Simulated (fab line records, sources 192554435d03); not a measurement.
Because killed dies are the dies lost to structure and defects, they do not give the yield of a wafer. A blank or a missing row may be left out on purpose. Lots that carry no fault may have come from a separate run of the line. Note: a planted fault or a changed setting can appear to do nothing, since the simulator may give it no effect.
Code-filled problem report in 8D (eight disciplines) form || flow n5Finfet || the parts of the form that need people (team, actions taken, sign-off) are left out

== 1. WHAT WENT WRONG ==
Mean of runLengthS at N5_BEOL_M15_ETCH_59: 78.8 s across 3 wafers in 3 lots; on wafers with no fault it is 91.0 s (standard deviation 0.36). Relative to the usual mean, that is a shift of -34 standard deviations.
The step: etches BARC in N2/H2, target depth 89 nm, overetch 26.7 nm, time 67.9 s.
The first sign was on wafer L899.3 at day 14 00:18, on rieDiel-04. At this step, 29 wafers from 10 lots have a number in the record. The rule behind "out" and "out of limits": a value lying over 4 standard deviations away from the usual mean. The rest of the wafers with a number are treated as sound.

== 2. WHAT IT IS AND WHAT IT IS NOT ==
{"question": "which readings at this step", "is": "runLengthS", "is not": "chamberPressureMTorr, drypumpMotorCurrentA, rfVppV, showerheadPlenumPTorr, throttleValvePct"}
{"question": "which lots", "is": "L899, L900, L903", "is not": "L892, L893, L895, L897, L905, L909, L912"}
{"question": "which wafers of those lots", "is": "L899.3, L900.1, L903.1", "is not": "L899.2, L899.6, L900.2, L903.4, L903.5"}
{"question": "read on which tools", "is": "rieDiel-04", "is not": "rieDiel-05"}
{"question": "when", "is": "from day 14 00:18", "is not": "up to then (14 sound wafers); but 12 sound wafers of L900, L903, L905, L909, L912 came after"}

== 3. THE SUSPECTS, EACH WITH WHAT RULES IT OUT ==
Counting: any tool at a process step up to the reading remains a suspect provided it ran every lot that is out. Sound lots after the first of them don't rule it out here, since some wafers of a struck lot are sound.
- rieDiel-06 at N5_BEOL_M14_ETCH_38 (etches SiCN in CF4/N2, target depth 106.5 nm, time 120.6 s): kept. It ran every lot that is out, first L899 (day 13 23:37). N5_BEOL_M14_ETCH_38: start missing for some lots; hours and lot order therefore follow N5_BEOL_M15_ILD_DEP_00.
- rieDiel-04 at N5_BEOL_M15_ETCH_59 (etches BARC in N2/H2, target depth 89 nm, overetch 26.7 nm, time 67.9 s): kept. Ran every lot that is out, first one L899 (day 14 00:18); last sound lot up to then L897 (day 13 17:34). Its own runLengthS readings are out on those wafers.
The count leaves rieDiel-04 at N5_BEOL_M15_ETCH_59 and rieDiel-06 at N5_BEOL_M14_ETCH_38.

== 4. THE CAUSE (what the simulator had put in) ==
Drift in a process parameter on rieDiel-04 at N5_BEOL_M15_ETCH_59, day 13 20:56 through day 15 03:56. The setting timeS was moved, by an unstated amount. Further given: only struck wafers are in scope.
2 suspects survive the count, and this tool is in that group.

== 5. THE EFFECT CHAIN, in route order ==
Each row: a reading where the mean over the struck wafers with a number is more than 3 standard deviations away from the usual. Only readings for which the record gives a usual standard deviation are gone through. hours: the time from each lot's start at the first step in this table that gives one to its start at this step, as a median over the lots. sigmas: the change in usual standard deviations.
{"hours": 0, "step": "N5_BEOL_M15_ETCH_59", "reading": "oesProductAu", "usual": "0.67 a.u.", "on struck wafers": 0.85, "change": "+0.18", "sigmas": "+3.6"}
{"hours": 0, "step": "N5_BEOL_M15_ETCH_59", "reading": "runLengthS", "usual": "91.0 s", "on struck wafers": 78.8, "change": -12.2, "sigmas": -34}
Its process steps:
- N5_BEOL_M15_ETCH_59: etches BARC in N2/H2, target depth 89 nm, overetch 26.7 nm, time 67.9 s.
Later steps that measure or inspect, where all struck wafers having a row at the step show a number for every such reading and not one has moved that far: N5_BEOL_M15_CD_MEAS_17.

== 6. HOW IT WOULD HAVE BEEN CAUGHT EARLIER ==
In this record no reading fell out of limits until day 14 00:18, 3 hours after the fault had begun at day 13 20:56.
